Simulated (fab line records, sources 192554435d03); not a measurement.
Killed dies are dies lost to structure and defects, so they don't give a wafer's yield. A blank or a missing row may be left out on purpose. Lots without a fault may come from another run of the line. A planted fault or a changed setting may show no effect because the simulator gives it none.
A struck lot beside a sound one | flow n5_finfet | 17 steps out of a route of 1938
Sound: wafers L422.2, L422.3, L422.5. Struck: wafer L431.3. (L431.2, L431.4 of the same lot were not struck and are left out.) The cause comes at the end.
At each step with rows: each side's tool, then ch and its chambers, then its first start. Under that, the readings that differ: sound wafers | struck wafers | difference of the means | sigmas: that difference in standard deviations of wafers without a fault.
alike: readings whose means differ by less than 2 such deviations, and words and numbers that are the same on both sides. not compared: withheld readings, readings that some wafer has no value for, bounds like >300 that may hide the same value, and numbers for which the record gives no deviation and whose values overlap.
The two part at a step that has a row with sigmas, a row that says differs or no value, or rows on one side only. Numbers that don't overlap but have no deviation are shown without sigmas and don't part them. A reading that every wafer of one side lacks parts them only if that side has two wafers or more.

N5_PMOS_HMC_CHANNEL_EPI_HM_DEP_34: deposits SiO2 from TEOS/O2, target thk 36 nm, time 6.9 s.
  sound on pecvd-01 ch 0,2, day 1 16:57; struck on pecvd-03 ch 1, day 3 23:01
  alike: heater_power_w, showerhead_plenum_p_Torr, throttle_valve_pct
then, 7 steps without rows for these wafers: N5_PMOS_HMC_CHANNEL_EPI_COAT_31 (time 60 s, resist thk 66 nm); N5_PMOS_HMC_CHANNEL_EPI_COAT_03 (resist thk 205 nm); N5_PMOS_HMC_CHANNEL_EPI_EBR_05; N5_PMOS_HMC_CHANNEL_EPI_SOFTBAKE_04 (time 60 s); N5_PMOS_HMC_CHANNEL_EPI_EXPOSE_06 (exposes mask PMOS HMC BLK, target cd 240 nm); N5_PMOS_HMC_CHANNEL_EPI_PEB_07 (peb time 60 s); N5_PMOS_HMC_CHANNEL_EPI_DEVELOP_08 (develop time 30 s).
N5_PMOS_HMC_CHANNEL_EPI_CD_MEAS_09: target cd 237.4 nm.
  sound on cd_sem-01 ch 0, day 1 17:21; struck on cd_sem-01 ch 0, day 3 23:19
  alike: cd_nm
N5_PMOS_HMC_CHANNEL_EPI_OVL_MEAS_10:
  sound on overlay-01 ch 0, day 1 17:23; struck on overlay-01 ch 0, day 3 23:21
  alike: PMOS_HMC_BLK_OVL
N5_PMOS_HMC_CHANNEL_EPI_INSPECT_11: inspects for defects (macro).
  sound on defect_inspect-02, day 1 17:25; struck on defect_inspect-01, day 3 23:23
  alike: raw_defect_count
N5_PMOS_HMC_CHANNEL_EPI_DESCUM_14: chemistry O2, time 7.9 s.
  sound on rie_diel-02 ch 1,2, day 1 17:28; struck on rie_diel-02 ch 0, day 3 23:31
  reading                     | sound       | struck | difference | sigmas
  drypump_motor_current_A (A) | 6.5 5.8 6.5 | 5.1    | -1.2       | -2
  alike: chamber_pressure_mTorr, o2_flow_sccm, oes_product_au, rf_vpp_V, showerhead_plenum_p_Torr, throttle_valve_pct
  not compared: rf_hours_counter_h
N5_PMOS_HMC_CHANNEL_EPI_ETCH_32: etches BARC in N2/H2, stops on SiO2, target depth 85.8 nm, time 50.3 s.
  sound on rie_diel-02 ch 1,2, day 1 17:29; struck on rie_diel-02 ch 0, day 3 23:33
  reading                                                         | sound             | struck | difference | sigmas
  bias_w (W)                                                      | 149.3 150.3 149.7 | 233.9  | +84.1      | +99 or more
  drypump_motor_current_A (A)                                     | 6.5 5.8 6.5       | 5.1    | -1.2       | -2
  rf_vpp_V (V)                                                    | 523.7 523.9 523.2 | 697.0  | +173.4     | +75
  model.CAR-ArF-block_of_PMOS_HMC_CHANNEL_EPI_COAT_03.thk_nm (nm) | 134.7 131.7 134.7 | 123.6  | -10.1      |
  alike: chamber_pressure_mTorr, oes_product_au, showerhead_plenum_p_Torr, throttle_valve_pct
  not compared: rf_hours_counter_h
N5_PMOS_HMC_CHANNEL_EPI_HM_OPEN_15: chemistry CHF3/O2, target SiO2, target depth 40.6 nm, time 20.3 s.
  sound on rie_diel-02 ch 1,2, day 1 17:32; struck on rie_diel-02 ch 0, day 3 23:35
  reading                                                         | sound             | struck | difference | sigmas
  drypump_motor_current_A (A)                                     | 6.5 5.7 6.5       | 5.1    | -1.1       | -2
  model.CAR-ArF-block_of_PMOS_HMC_CHANNEL_EPI_COAT_03.thk_nm (nm) | 95.69 90.51 96.22 | 83.45  | -10.69     |
  alike: chamber_pressure_mTorr, oes_product_au, rf_vpp_V, showerhead_plenum_p_Torr, throttle_valve_pct
  not compared: rf_hours_counter_h
N5_PMOS_HMC_CHANNEL_EPI_STRIP_33: strips in N2/H2.
  sound on rie_diel-02 ch 1,2, day 1 17:35; struck on rie_diel-02 ch 0, day 3 23:39
  reading                     | sound       | struck | difference | sigmas
  drypump_motor_current_A (A) | 6.5 5.8 6.5 | 5.1    | -1.2       | -2
  alike: chamber_pressure_mTorr, oes_product_au, rf_vpp_V, showerhead_plenum_p_Torr, throttle_valve_pct
  not compared: rf_hours_counter_h
-- the record jumps here: 6 days lie between the struck wafers' starts before and after (it left off in module PMOS_HMC_CHANNEL_EPI and takes up again in module BEOL_M4, whose first step shown is number 1111 of the route) --
N5_BEOL_M4_RC_MEAS_101:
  sound on prober-02 ch 0, day 7 22:53; struck on prober-02 ch 0, day 9 16:20
  alike: DIBL_N, DIBL_P, IOFF_N, IOFF_P, ION_N, ION_P, SS_N, SS_P, VT_N, VT_P
N5_PASSIVATION_PROBE_49:
  the record has rows for the sound wafers here (prober-02, day 12 06:41) and none for the struck ones

WHERE THEY PART
First at N5_PMOS_HMC_CHANNEL_EPI_DESCUM_14; last, within this record, at N5_PASSIVATION_PROBE_49.

WHY: what the simulator had put in
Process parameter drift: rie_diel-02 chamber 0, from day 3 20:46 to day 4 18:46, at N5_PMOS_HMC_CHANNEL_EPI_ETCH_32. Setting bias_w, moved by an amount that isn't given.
